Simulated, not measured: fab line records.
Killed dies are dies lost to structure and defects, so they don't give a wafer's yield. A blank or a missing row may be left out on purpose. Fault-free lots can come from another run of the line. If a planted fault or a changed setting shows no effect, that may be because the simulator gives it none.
The tool behind it: which one? ; flow nandHarc ; Sampling: 12 lots, 36 wafers, 2 of 1159 route steps

WHAT THE GAUGES READ, wafer by wafer
NHARC_A_SIN_REMOVE_INSPECT_04. Usual: rawDefectCount at 300, with a standard deviation of 83.
lot;measured;on;rawDefectCount;flag
L353;day 14 22:47;defectInspect-02;220 201 284;
L354;day 14 22:49;defectInspect-02;257 243 231;
L355;day 14 22:48;defectInspect-01;278 301 255;
L361;day 16 23:43;defectInspect-01;487 1789 383;OFF
L363;day 17 02:29;defectInspect-01;278 1720 207;OFF
L367;day 17 19:15;defectInspect-02;297 284 277;
L369;day 18 19:25;defectInspect-01;344 337 273;
L372;day 19 09:02;defectInspect-02;205 295 323;
L371;day 19 09:03;defectInspect-01;338 401 370;
L373;day 19 19:38;defectInspect-01;264 345 264;
L374;day 20 22:28;defectInspect-01;227 242 203;
L375;day 20 22:27;defectInspect-02;612 412 528;

WHAT TOOL EACH LOT RAN ON (gives the tool, then ch and the chambers of the sampled wafers, and finally the start)
lot;NHARC_A_SLIT_ETCH_15
L353;rieDiel-13 ch 0,2, day 14 09:36
L354;rieDiel-11 ch 0,3, day 14 09:45
L355;rieDiel-13 ch 0,1,2, day 14 10:20
L361;rieDiel-13 ch 1,3, day 16 12:44
L363;rieDiel-13 ch 0,2,3, day 16 14:47
L367;rieDiel-01 ch 0,1, day 17 08:59
L369;rieDiel-11 ch 2,3, day 18 08:42
L372;rieDiel-01 ch 0,1,2, day 18 22:24
L371;rieDiel-11 ch 0,1, day 18 22:31
L373;rieDiel-11 ch 1,2, day 19 06:11
L374;rieDiel-13 ch 2,3, day 20 11:34
L375;rieDiel-13 ch 1,2,3, day 20 13:36
- NHARC_A_SLIT_ETCH_15: etches the open film in O2/COS, target depth 3200 nm, time 832 s.

AS READ BY THE TOOLS THEMSELVES (means over the sampled wafers that have a number; for cases with no such wafer, the mark the record gives instead)
NHARC_A_SLIT_ETCH_15. Usual: drypumpMotorCurrentA 5.4 A, standard deviation 0.39; oesProductAu 0.999 a.u., standard deviation 0.0098; rfVppV 314.0 V, standard deviation 1.8; showerheadPlenumPTorr 3.12 Torr, standard deviation 0.12; throttleValvePct 28.330 %, standard deviation 0.0089.
lot;tool;drypumpMotorCurrentA (A);oesProductAu (a.u.);rfVppV (V);showerheadPlenumPTorr (Torr);throttleValvePct (%);flag
L353;rieDiel-13;5.2;1.001;315.2;3.22;28.335;
L354;rieDiel-11;5.4;1.006;311.9;3.02;28.334;
L355;rieDiel-13;5.5;0.995;313.5;3.15;28.335;
L361;rieDiel-13;5.8;1.012;314.1;3.14;28.326;
L363;rieDiel-13;5.4;0.998;314.6;3.14;28.326;
L367;rieDiel-01;4.8;0.999;314.3;3.12;28.332;
L369;rieDiel-11;5.7;0.998;314.9;3.16;28.331;
L372;rieDiel-01;5.2;0.997;315.1;3.12;28.329;
L371;rieDiel-11;5.2;1.000;313.0;3.07;28.335;
L373;rieDiel-11;5.2;0.994;315.9;3.27;28.330;
L374;rieDiel-13;5.3;1.011;313.2;3.02;28.315;
L375;rieDiel-13;5.6;0.998;313.7;3.08;28.342;

THE ANSWER, worked out from the rows above alone
Rule: a lot is off if the mean of its wafers that have a number lies more than 3 standard deviations from the usual mean. A lot without any number at a reading at which 4 lots or more have one is off too. Where the step has rows for the other lots, those lots are counted as sound. The gauges are gone through in route order, then the tools' own readings, and for those a lot's mean is taken as printed above. The first step at which some lot is off is used, and at that step the reading that is off furthest; a lot without a number counts as furthest.
Off: L361, L363 (NHARC_A_SIN_REMOVE_INSPECT_04, rawDefectCount).
If a tool, at a process step before that reading, ran all the lots that are off and no sound lot after the first of them, it fits. The gauges at NHARC_A_SIN_REMOVE_INSPECT_04 are tried like those tools. No candidate that was tried fits.

WHAT THE SIMULATOR HAD PUT IN
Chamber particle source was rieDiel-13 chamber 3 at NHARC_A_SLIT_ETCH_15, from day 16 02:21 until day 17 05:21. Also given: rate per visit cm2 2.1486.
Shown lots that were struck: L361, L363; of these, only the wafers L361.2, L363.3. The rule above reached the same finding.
